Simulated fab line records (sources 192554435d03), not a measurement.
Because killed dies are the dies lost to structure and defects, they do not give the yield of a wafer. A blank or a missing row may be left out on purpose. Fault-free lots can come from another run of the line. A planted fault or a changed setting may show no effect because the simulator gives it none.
Lot-split experiment || flow n5 finfet || 39 wafers read across 7 lots, on a route 1938 steps long

THE SPLIT ITSELF
At N5_WELL_APT_IMPLANT_31, the setting energy kev was moved away from the recipe's 60 on 12 of the 39 wafers read, by -9.2% to +5.8%. For the rest of the wafers, this setting stayed at what the recipe calls for.

The reading comes from the split's own step.

THE READING
In nm, at N5_WELL_APT_IMPLANT_31: implant.drp nm, which is the simulator's own figure and was read by no gauge. The file gives no usual value for it.

{"wafer": "L075.2", "tool, chamber at the split": "implanter-02, 0", "energy kev as run": 60, "against the recipe": "recipe", "implant.drp nm, nm": 64.53, "against lot-mates on the recipe": "-"}
{"wafer": "L075.3", "tool, chamber at the split": "implanter-02, 0", "energy kev as run": 60, "against the recipe": "recipe", "implant.drp nm, nm": 64.53, "against lot-mates on the recipe": "-"}
{"wafer": "L075.5", "tool, chamber at the split": "implanter-02, 0", "energy kev as run": 60, "against the recipe": "recipe", "implant.drp nm, nm": 64.53, "against lot-mates on the recipe": "-"}
{"wafer": "L076.1", "tool, chamber at the split": "implanter-01, 0", "energy kev as run": 63.49, "against the recipe": "+5.8%", "implant.drp nm, nm": 66.46, "against lot-mates on the recipe": "+1.93"}
{"wafer": "L076.2", "tool, chamber at the split": "implanter-01, 0", "energy kev as run": 63.49, "against the recipe": "+5.8%", "implant.drp nm, nm": 66.46, "against lot-mates on the recipe": "+1.93"}
{"wafer": "L076.3", "tool, chamber at the split": "implanter-01, 0", "energy kev as run": 63.49, "against the recipe": "+5.8%", "implant.drp nm, nm": 66.46, "against lot-mates on the recipe": "+1.93"}
{"wafer": "L076.4", "tool, chamber at the split": "implanter-01, 0", "energy kev as run": 60, "against the recipe": "recipe", "implant.drp nm, nm": 64.53, "against lot-mates on the recipe": "-"}
{"wafer": "L076.5", "tool, chamber at the split": "implanter-01, 0", "energy kev as run": 60, "against the recipe": "recipe", "implant.drp nm, nm": 64.53, "against lot-mates on the recipe": "-"}
{"wafer": "L076.6", "tool, chamber at the split": "implanter-01, 0", "energy kev as run": 60, "against the recipe": "recipe", "implant.drp nm, nm": 64.53, "against lot-mates on the recipe": "-"}
{"wafer": "L083.1", "tool, chamber at the split": "implanter-01, 0", "energy kev as run": 60, "against the recipe": "recipe", "implant.drp nm, nm": 64.53, "against lot-mates on the recipe": "-"}
{"wafer": "L083.2", "tool, chamber at the split": "implanter-01, 0", "energy kev as run": 60, "against the recipe": "recipe", "implant.drp nm, nm": 64.53, "against lot-mates on the recipe": "-"}
{"wafer": "L083.3", "tool, chamber at the split": "implanter-01, 0", "energy kev as run": 60, "against the recipe": "recipe", "implant.drp nm, nm": 64.53, "against lot-mates on the recipe": "-"}
{"wafer": "L083.4", "tool, chamber at the split": "implanter-01, 0", "energy kev as run": 60, "against the recipe": "recipe", "implant.drp nm, nm": 64.53, "against lot-mates on the recipe": "-"}
{"wafer": "L083.5", "tool, chamber at the split": "implanter-01, 0", "energy kev as run": 60, "against the recipe": "recipe", "implant.drp nm, nm": 64.53, "against lot-mates on the recipe": "-"}
{"wafer": "L083.6", "tool, chamber at the split": "implanter-01, 0", "energy kev as run": 60, "against the recipe": "recipe", "implant.drp nm, nm": 64.53, "against lot-mates on the recipe": "-"}
{"wafer": "L085.1", "tool, chamber at the split": "implanter-01, 0", "energy kev as run": 63.08, "against the recipe": "+5.1%", "implant.drp nm, nm": 66.24, "against lot-mates on the recipe": "+1.71"}
{"wafer": "L085.3", "tool, chamber at the split": "implanter-01, 0", "energy kev as run": 63.08, "against the recipe": "+5.1%", "implant.drp nm, nm": 66.24, "against lot-mates on the recipe": "+1.71"}
{"wafer": "L085.4", "tool, chamber at the split": "implanter-01, 0", "energy kev as run": 63.08, "against the recipe": "+5.1%", "implant.drp nm, nm": 66.24, "against lot-mates on the recipe": "+1.71"}
{"wafer": "L085.2", "tool, chamber at the split": "implanter-01, 0", "energy kev as run": 60, "against the recipe": "recipe", "implant.drp nm, nm": 64.53, "against lot-mates on the recipe": "-"}
{"wafer": "L085.5", "tool, chamber at the split": "implanter-01, 0", "energy kev as run": 60, "against the recipe": "recipe", "implant.drp nm, nm": 64.53, "against lot-mates on the recipe": "-"}
{"wafer": "L085.6", "tool, chamber at the split": "implanter-01, 0", "energy kev as run": 60, "against the recipe": "recipe", "implant.drp nm, nm": 64.53, "against lot-mates on the recipe": "-"}
{"wafer": "L088.1", "tool, chamber at the split": "implanter-01, 0", "energy kev as run": 54.51, "against the recipe": "-9.2%", "implant.drp nm, nm": 61.29, "against lot-mates on the recipe": -3.24}
{"wafer": "L088.4", "tool, chamber at the split": "implanter-01, 0", "energy kev as run": 54.51, "against the recipe": "-9.2%", "implant.drp nm, nm": 61.29, "against lot-mates on the recipe": -3.24}
{"wafer": "L088.5", "tool, chamber at the split": "implanter-01, 0", "energy kev as run": 54.51, "against the recipe": "-9.2%", "implant.drp nm, nm": 61.29, "against lot-mates on the recipe": -3.24}
{"wafer": "L088.2", "tool, chamber at the split": "implanter-01, 0", "energy kev as run": 60, "against the recipe": "recipe", "implant.drp nm, nm": 64.53, "against lot-mates on the recipe": "-"}
{"wafer": "L088.3", "tool, chamber at the split": "implanter-01, 0", "energy kev as run": 60, "against the recipe": "recipe", "implant.drp nm, nm": 64.53, "against lot-mates on the recipe": "-"}
{"wafer": "L088.6", "tool, chamber at the split": "implanter-01, 0", "energy kev as run": 60, "against the recipe": "recipe", "implant.drp nm, nm": 64.53, "against lot-mates on the recipe": "-"}
{"wafer": "L091.1", "tool, chamber at the split": "implanter-02, 0", "energy kev as run": 60, "against the recipe": "recipe", "implant.drp nm, nm": 64.53, "against lot-mates on the recipe": "-"}
{"wafer": "L091.2", "tool, chamber at the split": "implanter-02, 0", "energy kev as run": 60, "against the recipe": "recipe", "implant.drp nm, nm": 64.53, "against lot-mates on the recipe": "-"}
{"wafer": "L091.3", "tool, chamber at the split": "implanter-02, 0", "energy kev as run": 60, "against the recipe": "recipe", "implant.drp nm, nm": 64.53, "against lot-mates on the recipe": "-"}
{"wafer": "L091.4", "tool, chamber at the split": "implanter-02, 0", "energy kev as run": 60, "against the recipe": "recipe", "implant.drp nm, nm": 64.53, "against lot-mates on the recipe": "-"}
{"wafer": "L091.5", "tool, chamber at the split": "implanter-02, 0", "energy kev as run": 60, "against the recipe": "recipe", "implant.drp nm, nm": 64.53, "against lot-mates on the recipe": "-"}
{"wafer": "L091.6", "tool, chamber at the split": "implanter-02, 0", "energy kev as run": 60, "against the recipe": "recipe", "implant.drp nm, nm": 64.53, "against lot-mates on the recipe": "-"}
{"wafer": "L094.1", "tool, chamber at the split": "implanter-02, 0", "energy kev as run": 60, "against the recipe": "recipe", "implant.drp nm, nm": 64.53, "against lot-mates on the recipe": "-"}
{"wafer": "L094.3", "tool, chamber at the split": "implanter-02, 0", "energy kev as run": 60, "against the recipe": "recipe", "implant.drp nm, nm": 64.53, "against lot-mates on the recipe": "-"}
{"wafer": "L094.6", "tool, chamber at the split": "implanter-02, 0", "energy kev as run": 60, "against the recipe": "recipe", "implant.drp nm, nm": 64.53, "against lot-mates on the recipe": "-"}
{"wafer": "L094.2", "tool, chamber at the split": "implanter-02, 0", "energy kev as run": 63.47, "against the recipe": "+5.8%", "implant.drp nm, nm": 66.45, "against lot-mates on the recipe": "+1.92"}
{"wafer": "L094.4", "tool, chamber at the split": "implanter-02, 0", "energy kev as run": 63.47, "against the recipe": "+5.8%", "implant.drp nm, nm": 66.45, "against lot-mates on the recipe": "+1.92"}
{"wafer": "L094.5", "tool, chamber at the split": "implanter-02, 0", "energy kev as run": 63.47, "against the recipe": "+5.8%", "implant.drp nm, nm": 66.45, "against lot-mates on the recipe": "+1.92"}

THE FIT
A straight line over all 39 wafers: implant.drp nm changes by +0.343 nm for each +1% of energy kev; r = +1.00; the points scatter about the line by 0.035 nm.
The same after taking each lot's own level away (the mean of its wafers on the recipe; 39 wafers): +0.343 nm for each +1%; r = +1.00; scatter 0.035 nm.
According to that fit, moving energy kev by its largest amount changes the reading by 3.1 nm.
The lots' own levels span 64.530 to 64.530 nm.
Consequently the slope shifts little with the lot-to-lot level, the two slopes agreeing.
Check: -3.15 nm against its lot-mates is what the line predicts for one of the wafers moved furthest among these (-9.2%) when that wafer is left out of the fit. Against them it came out at -3.24 nm.

THE OTHER SPLITS THESE WAFERS WENT THROUGH
Other splits were also applied to these wafers ahead of the reading. Each is held against what the fit with the lots' levels taken away leaves over:
{"other split on the same wafers": "N5_WELL_APT_IMPLANT_15 energy kev", "wafers away from the commonest value": 12, "r with implant.drp nm (lot level and that fit taken away)": -0.33}

THE WHOLE CHAIN: every reading that the file lists as answering this split, in the file's order
{"step": "N5_WELL_APT_IMPLANT_31", "what it does": "", "reading": "implant.rp nm (the simulator's own value, which no gauge read)", "change (the file's fit)": "+2.14 nm for each +1% of the setting", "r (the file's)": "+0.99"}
{"step": "N5_WELL_APT_IMPLANT_31", "what it does": "", "reading": "implant.drp nm (the simulator's own value, which no gauge read)", "change (the file's fit)": "+0.343 nm for each +1% of the setting", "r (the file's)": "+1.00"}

FILE'S OWN FIT
implant.drp nm changes by +0.343 nm for each +1% of energy kev, r = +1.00.
